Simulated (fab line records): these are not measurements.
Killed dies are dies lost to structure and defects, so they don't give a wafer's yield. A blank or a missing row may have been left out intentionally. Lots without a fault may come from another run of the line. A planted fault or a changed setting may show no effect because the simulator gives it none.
Which of the tools did it? | flow n5_finfet | at 1 step of a route of 1938, 12 lots with 35 wafers sampled

WHAT EACH GAUGE READ, for each wafer
N5_GATE_CUT_INSPECT_15: inspects for defects (brightfield). Usual: raw_defect_count 132, standard deviation 39.
lot  | measured     | on                | raw_defect_count | flag
L886 | day 4 12:41  | defect_inspect-01 | 172 135 170      |
L889 | day 5 12:25  | defect_inspect-02 | 121 86           |
L892 | day 6 00:10  | defect_inspect-01 | 126 126 163      |
L893 | day 6 06:25  | defect_inspect-02 | 94 108 123       |
L894 | day 6 11:33  | defect_inspect-02 | 116 84 127       |
L896 | day 7 02:55  | defect_inspect-02 | 122 53 168       |
L901 | day 8 05:00  | defect_inspect-02 | 164 170 237      |
L902 | day 8 13:32  | defect_inspect-01 | 110 135 132      |
L903 | day 8 18:32  | defect_inspect-01 | 150 128 145      |
L905 | day 9 04:38  | defect_inspect-01 | 93 127 98        |
L907 | day 9 17:22  | defect_inspect-02 | 85 223 215       |
L909 | day 10 08:42 | defect_inspect-01 | 100 107 180      |

EACH LOT AND THE TOOL THAT RAN IT (in order: tool; ch and the chambers of the sampled wafers; start)
There is no process step in the record ahead of these readings.

AS READ BY THE TOOLS THEMSELVES (means over the sampled wafers that have a number; for cases with no such wafer, the mark the record gives instead)
The record holds no such reading with a usual standard deviation.

THE ANSWER, worked out from the rows above alone
Rule: a lot is off if the mean of its wafers that have a number lies more than 3 standard deviations from the usual mean. Also off: a lot with no number at a reading for which 4 or more lots have one. All remaining lots with rows at the step are treated as sound. First the gauges in route order, then the tools' own readings, where a lot's mean is used as printed above. At the first step where some lot is off, the reading lying furthest off is the one used; lots without a number count as furthest.
None of the lots is off at any reading shown; this tells nothing.

WHAT THE SIMULATOR HAD PUT IN
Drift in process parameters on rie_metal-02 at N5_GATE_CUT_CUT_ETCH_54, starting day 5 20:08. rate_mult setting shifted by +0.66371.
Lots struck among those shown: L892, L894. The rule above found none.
